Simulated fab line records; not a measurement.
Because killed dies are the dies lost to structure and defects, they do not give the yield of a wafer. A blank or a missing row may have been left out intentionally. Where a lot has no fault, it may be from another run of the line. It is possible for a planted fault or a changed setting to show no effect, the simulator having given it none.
Split-lot trial ; flow n5Finfet ; 21 wafers read from 7 lots, route of 1938 steps

SPLIT DETAILS
At N5_BEOL_M9_CMP_52 (polishes, stops on SiCOH lowk, t overpolish 7 s, target thk 140 nm), the setting downForcePsi was moved away from the recipe's 1 psi on 6 of the 21 wafers read, by -14.0% to +16.3%. This setting was run at the recipe's value on the other wafers.

The reading is taken at the split's own step.

THE READING
barrierFieldEndpointS, in s, at N5_BEOL_M9_CMP_52 (polishes, stops on SiCOH lowk, t overpolish 7 s, target thk 140 nm). Fault-free wafers of this fab line usually give 28.8 s, standard deviation 0.69 s.

wafer;tool, chamber at the split;downForcePsi as run, psi;against the recipe;barrierFieldEndpointS, s;against lot-mates on the recipe
L074.1;cmp-04, 3;1;recipe;28.7;-
L074.6;cmp-04, 0;1.102;+10.2%;25.4;-2.8
L074.5;cmp-04, 1;1;recipe;27.7;-
L076.4;cmp-04, 1;1;recipe;29.1;-
L076.5;cmp-04, 0;0.8597;-14.0%;33.6;+4.5
L076.6;cmp-04, 1;0.8597;-14.0%;34.7;+5.6
L081.3;cmp-02, 0;1;recipe;28.4;-
L081.5;cmp-02, 0;1;recipe;29.6;-
L081.6;cmp-02, 1;1;recipe;28.8;-
L086.1;cmp-03, 1;1;recipe;27.4;-
L086.3;cmp-03, 2;1;recipe;27.4;-
L086.6;cmp-03, 0;1;recipe;28.0;-
L089.2;cmp-04, 3;1;recipe;28.1;-
L089.4;cmp-04, 0;1;recipe;29.0;-
L089.1;cmp-04, 2;1;recipe;28.3;-
L090.3;cmp-03, 1;1;recipe;28.5;-
L090.1;cmp-03, 2;1.158;+15.8%;24.6;-3.9
L090.5;cmp-03, 3;1.158;+15.8%;25.4;-3.1
L091.2;cmp-03, 3;1;recipe;28.0;-
L091.4;cmp-03, 1;1.163;+16.3%;23.9;-4.9
L091.5;cmp-03, 0;1;recipe;29.6;-

FIT RESULTS
A straight line over all 21 wafers: barrierFieldEndpointS changes by -0.303 s for each +1% of downForcePsi; r = -0.94; the points scatter about the line by 0.86 s.
The same after taking each lot's own level away (the mean of its wafers on the recipe; 21 wafers): -0.29 s for each +1%; r = -0.96; scatter 0.63 s.
On that fit, the largest move of downForcePsi shifts the reading by 4.7 s.
From 27.60 to 29.10 s: that is the span of the lots' own levels, equal to 2.2 times the standard deviation above.
Consequently the slope shifts little with the lot-to-lot level, the two slopes agreeing.
Check: with one of the wafers moved furthest among these (+16.3%) left out of the fit, the line predicts -4.43 s for it against its lot-mates. Against them it came out at -4.9 s.
Tool readings at the split's step, against how far the setting was moved: barrierFieldEndpointS r = -0.94.

THE OTHER SPLITS THESE WAFERS WENT THROUGH
Other splits were also applied to these wafers ahead of the reading. Each is held against what the fit with the lots' levels taken away leaves over:
other split on the same wafers;wafers away from the commonest value;r with barrierFieldEndpointS (lot level and that fit taken away)
N5_BEOL_M9_COAT_05 spinRpm;5;-0.03

THE FILE'S OWN FIT
barrierFieldEndpointS changes by -0.287 s for each +1% of downForcePsi, r = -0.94.
